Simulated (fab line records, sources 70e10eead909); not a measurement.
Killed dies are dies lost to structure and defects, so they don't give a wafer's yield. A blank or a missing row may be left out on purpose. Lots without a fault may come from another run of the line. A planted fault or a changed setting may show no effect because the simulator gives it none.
A struck lot beside a sound one | flow nand_harc | 14 steps out of a route of 1302
Sound: wafers L775.2, L775.4, L775.5. Struck: wafer L780.4. (L780.2, L780.3 of the same lot were not struck and are left out.) The cause comes at the end.
At each step with rows: each side's tool, then ch and its chambers, then its first start. Under that, the readings that differ: sound wafers | struck wafers | difference of the means | sigmas: that difference in standard deviations of wafers without a fault.
alike: readings whose means differ by less than 2 such deviations, and words and numbers that are the same on both sides. not compared: withheld readings, readings that some wafer has no value for, bounds like >300 that may hide the same value, and numbers for which the record gives no deviation and whose values overlap.
The two part at a step that has a row with sigmas, a row that says differs or no value, or rows on one side only. Numbers that don't overlap but have no deviation are shown without sigmas and don't part them. A reading that every wafer of one side lacks parts them only if that side has two wafers or more.

NHARC_A_SOURCE_PLATE_THK_MEAS_06: measures by ellipsometry.
  sound on film_metro-02, day 14 04:47; struck on film_metro-02, day 16 11:41
  alike: thk_nm
NHARC_A_SOURCE_PLATE_INSPECT_08:
  sound on defect_inspect-01, day 14 04:51; struck on defect_inspect-01, day 16 11:45
  alike: raw_defect_count
then, 1 step without rows for these wafers: NHARC_A_ONON_D1_DEP_00 (target thk 1000 nm).
NHARC_A_ONON_D1_THK_MEAS_02: measures by ellipsometry.
  sound on film_metro-02, day 14 05:25; struck on film_metro-02, day 16 12:19
  alike: thk_nm
then, 1 step without rows for these wafers: NHARC_A_ONON_D1_DEP_03 (target thk 1000 nm).
NHARC_A_ONON_D1_THK_MEAS_05: measures by ellipsometry.
  sound on film_metro-02, day 14 05:59; struck on film_metro-01, day 16 12:53
  alike: thk_nm
then, 1 step without rows for these wafers: NHARC_A_ONON_D1_DEP_06 (target thk 1000 nm).
NHARC_A_ONON_D1_THK_MEAS_08: measures by ellipsometry.
  sound on film_metro-02, day 14 06:33; struck on film_metro-02, day 16 13:28
  alike: thk_nm
then, 1 step without rows for these wafers: NHARC_A_ONON_D1_DEP_09 (target thk 1000 nm).
NHARC_A_ONON_D1_THK_MEAS_11: measures by ellipsometry.
  sound on film_metro-02, day 14 07:07; struck on film_metro-01, day 16 14:02
  alike: thk_nm
NHARC_A_ONON_D1_DEP_12: target thk 1000 nm.
  sound on pecvd_onon-03 ch 0, day 14 07:14; struck on pecvd_onon-03 ch 0, day 16 14:08
  alike: n2o_flow_sccm
NHARC_A_ONON_D1_THK_MEAS_14: measures by ellipsometry.
  sound on film_metro-02, day 14 07:41; struck on film_metro-01, day 16 14:35
  reading     | sound       | struck | difference | sigmas
  thk_nm (nm) | 994 994 993 | 648    | -346       | -43
then, 1 step without rows for these wafers: NHARC_A_ONON_D1_ANNEAL_15 (time 3600 s).
-- the record jumps here: 17 days lie between the struck wafers' starts before and after (it left off in module A_ONON_D1 and takes up again in module END, whose first step shown is number 1302 of the route) --
NHARC_END_SORT_01:
  the record has rows for the struck wafers here (prober-01 ch 0, day 33 10:59) and none for the sound ones

WHERE THEY PART
First at NHARC_A_ONON_D1_THK_MEAS_14; last, within this record, at NHARC_END_SORT_01.

WHY: what the simulator had put in
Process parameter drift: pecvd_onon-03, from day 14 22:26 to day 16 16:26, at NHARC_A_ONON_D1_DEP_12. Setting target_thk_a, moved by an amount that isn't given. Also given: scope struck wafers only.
